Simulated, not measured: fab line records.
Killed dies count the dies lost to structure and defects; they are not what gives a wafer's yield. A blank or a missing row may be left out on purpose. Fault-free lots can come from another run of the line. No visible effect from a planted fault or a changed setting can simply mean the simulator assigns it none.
Matching of chambers :: flow nand harc :: NHARC_A_STAIRCASE_TRIM_220 on rie diel-09: 4 sister chambers
The step chemistry O2, time 211.2 s. 8 wafers are shown with their chamber, then 7 later ones without.

WAFERS WITH THEIR CHAMBER
wafer: L081.2
chamber: 2
showerhead plenum p Torr (Torr): 3.28
oes product au (a.u.): 1.001

wafer: L081.3
chamber: 3
showerhead plenum p Torr (Torr): 3.47
oes product au (a.u.): 0.978

wafer: L080.3
chamber: 3
showerhead plenum p Torr (Torr): 3.47
oes product au (a.u.): 0.988

wafer: L080.4
chamber: 2
showerhead plenum p Torr (Torr): 3.28
oes product au (a.u.): 1.011

wafer: L082.5
chamber: 1
showerhead plenum p Torr (Torr): 3.49
oes product au (a.u.): 0.985

wafer: L082.6
chamber: 0
showerhead plenum p Torr (Torr): 3.76
oes product au (a.u.): 1.016

wafer: L090.2
chamber: 1
showerhead plenum p Torr (Torr): 3.48
oes product au (a.u.): 1.008

wafer: L090.5
chamber: 0
showerhead plenum p Torr (Torr): 3.74
oes product au (a.u.): 0.972

WAFERS MISSING THEIR CHAMBER
wafer: L090.6
showerhead plenum p Torr (Torr): 3.46
oes product au (a.u.): 1.006

wafer: L094.2
showerhead plenum p Torr (Torr): 3.74
oes product au (a.u.): 0.987

wafer: L094.4
showerhead plenum p Torr (Torr): 3.45
oes product au (a.u.): 0.990

wafer: L094.5
showerhead plenum p Torr (Torr): 3.47
oes product au (a.u.): 1.011

wafer: L097.1
showerhead plenum p Torr (Torr): 3.47
oes product au (a.u.): 1.015

wafer: L097.2
showerhead plenum p Torr (Torr): 3.79
oes product au (a.u.): 1.005

wafer: L097.3
showerhead plenum p Torr (Torr): 3.44
oes product au (a.u.): 0.992

WHICH CHAMBER EACH ONE RAN IN
wafer: L090.6
from the rows above: can't be placed: 3 or 1
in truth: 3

wafer: L094.2
from the rows above: 0
in truth: 0

wafer: L094.4
from the rows above: can't be placed: 3 or 1
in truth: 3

wafer: L094.5
from the rows above: can't be placed: 3 or 1
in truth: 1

wafer: L097.1
from the rows above: can't be placed: 3 or 1
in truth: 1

wafer: L097.2
from the rows above: 0
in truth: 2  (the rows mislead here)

wafer: L097.3
from the rows above: can't be placed: 3 or 1
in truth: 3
Correctly placed: 1 of 7. These rows do not allow placing 5 (true chamber among the candidates in 5). 1 placed wrongly.
How it was worked out, from the rows above alone: a wafer's distance from a chamber is the root of the sum, over the readings, of the square of ((its reading less the chamber's mean) divided by the reading's scatter). If the next closest chamber is less than 2 further off than the closest, the wafer can't be placed; otherwise it belongs to the closest. Each chamber's mean is taken over the wafers shown for it. The scatter: the root of (the sum of the squares of (reading less its chamber's mean) over the shown wafers, divided by (wafers less chambers)).
